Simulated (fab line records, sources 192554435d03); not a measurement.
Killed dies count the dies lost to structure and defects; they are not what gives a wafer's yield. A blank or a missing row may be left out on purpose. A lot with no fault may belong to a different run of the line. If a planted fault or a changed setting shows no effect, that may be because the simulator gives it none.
Split-lot study | flow n5 finfet | 21 wafers read from 7 lots, route of 1938 steps

SPLIT DETAILS
At N5_BEOL_M9_COAT_60 (time 60 s, resist thk 30 nm), the setting spin rpm was moved away from the recipe's 1500 rpm on 7 of the 21 wafers read, by -10.9% to +10.8%. The other wafers ran this setting at the recipe's value.

FROM THE SPLIT TO THE READING: what the file shows between them, 4 steps
- N5_BEOL_M9_COAT_05: resist thk 90 nm
- N5_BEOL_M9_EBR_07
- N5_BEOL_M9_DESCUM_16: chemistry O2, time 7.9 s
- N5_BEOL_M9_ETCH_61: etches SiARC in CF4, target depth 39 nm, time 65 s

THE READING
SiARC_of_BEOL_M9_COAT_60.thk nm (the simulator's own value, which no gauge read), in nm, at N5_BEOL_M9_ETCH_62 (etches SOC in N2/H2, target depth 110 nm, overetch 22 nm, time 165 s). The file gives no usual value for it. Here, 14 wafers ran the recipe; their average is 23.5 nm with a standard deviation of 0.19 nm.

wafer  | tool, chamber at the split | spin rpm as run, rpm | against the recipe | SiARC_of_BEOL_M9_COAT_60.thk nm, nm | against lot-mates on the recipe
L075.4 | litho track-01, 0          | 1500                 | recipe             | 23.4                                | -
L075.5 | litho track-01, 0          | 1500                 | recipe             | 23.8                                | -
L075.6 | litho track-01, 0          | 1658                 | +10.5%             | 22.2                                | -1.4
L076.2 | litho track-01, 0          | 1500                 | recipe             | 23.6                                | -
L076.3 | litho track-01, 0          | 1500                 | recipe             | 23.6                                | -
L076.5 | litho track-01, 0          | 1500                 | recipe             | 23.6                                | -
L077.2 | litho track-05, 0          | 1500                 | recipe             | 23.4                                | -
L077.3 | litho track-05, 0          | 1500                 | recipe             | 23.6                                | -
L077.6 | litho track-05, 0          | 1500                 | recipe             | 23.6                                | -
L080.2 | litho track-01, 0          | 1500                 | recipe             | 23.6                                | -
L080.3 | litho track-01, 0          | 1500                 | recipe             | 23                                  | -
L080.5 | litho track-01, 0          | 1337                 | -10.9%             | 25.4                                | +2.1
L087.1 | litho track-02, 0          | 1618                 | +7.9%              | 22.8                                | -0.8
L087.3 | litho track-02, 0          | 1500                 | recipe             | 23.6                                | -
L087.4 | litho track-02, 0          | 1618                 | +7.9%              | 22.2                                | -1.4
L092.4 | litho track-01, 0          | 1642                 | +9.5%              | 22.2                                | -1.4
L092.5 | litho track-01, 0          | 1500                 | recipe             | 23.6                                | -
L092.6 | litho track-01, 0          | 1642                 | +9.5%              | 22.4                                | -1.2
L097.1 | litho track-02, 0          | 1662                 | +10.8%             | 22.2                                | -1.4
L097.4 | litho track-02, 0          | 1500                 | recipe             | 23.4                                | -
L097.6 | litho track-02, 0          | 1500                 | recipe             | 23.8                                | -

FIT RESULTS
A straight line over all 21 wafers: SiARC_of_BEOL_M9_COAT_60.thk nm changes by -0.14 nm for each +1% of spin rpm; r = -0.96; the points scatter about the line by 0.21 nm.
The same after taking each lot's own level away (the mean of its wafers on the recipe; 21 wafers): -0.15 nm for each +1%; r = -0.97; scatter 0.21 nm.
Per that fit: largest spin rpm move, reading shift of 1.6 nm.
The span of the lots' own levels, 23.30 to 23.60 nm, comes to 1.6 times the standard deviation stated above.
Hence the lot-to-lot level has little effect on the slope; both slopes agree.
Check: for one of the wafers moved furthest among these (-10.9%), held out of the fit, the line's prediction against its lot-mates is +1.47 nm. Against them it came out at +2.1 nm.

THE OTHER SPLITS THESE WAFERS WENT THROUGH
These wafers also went through other splits before the reading. Each is held against what the fit with the lots' levels taken away leaves over:
other split on the same wafers   | wafers away from the commonest value | r with SiARC_of_BEOL_M9_COAT_60.thk nm (lot level and that fit taken away)
N5_BEOL_M7_COAT_22 spin rpm      | 6                                    | +0.16
N5_BEOL_M8_ETCH_65 source w      | 12                                   | +0.08
N5_BEOL_M8_TRENCH_ETCH_37 bias w | 8                                    | -0.17

THE WHOLE CHAIN: every reading that the file lists as answering this split, in the file's order
step               | what it does                                                         | reading                                                                            | change (the file's fit)               | r (the file's)
N5_BEOL_M9_COAT_60 | time 60 s, resist thk 30 nm                                          | SiARC_of_BEOL_M9_COAT_60.thk nm (the simulator's own value, which no gauge read)   | -0.145 nm for each +1% of the setting | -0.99
N5_BEOL_M9_ETCH_61 | etches SiARC in CF4, target depth 39 nm, time 65 s                   | etch.depth nm (the simulator's own value, which no gauge read)                     | -0.149 nm for each +1% of the setting | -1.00
N5_BEOL_M9_ETCH_61 | etches SiARC in CF4, target depth 39 nm, time 65 s                   | CAR-ArF_of_BEOL_M9_COAT_05.thk nm (the simulator's own value, which no gauge read) | +0.132 nm for each +1% of the setting | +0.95
N5_BEOL_M9_ETCH_62 | etches SOC in N2/H2, target depth 110 nm, overetch 22 nm, time 165 s | SiARC_of_BEOL_M9_COAT_60.thk nm (the simulator's own value, which no gauge read)   | -0.148 nm for each +1% of the setting | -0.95

THE FILE'S OWN FIT
SiARC_of_BEOL_M9_COAT_60.thk nm changes by -0.148 nm for each +1% of spin rpm, r = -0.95.
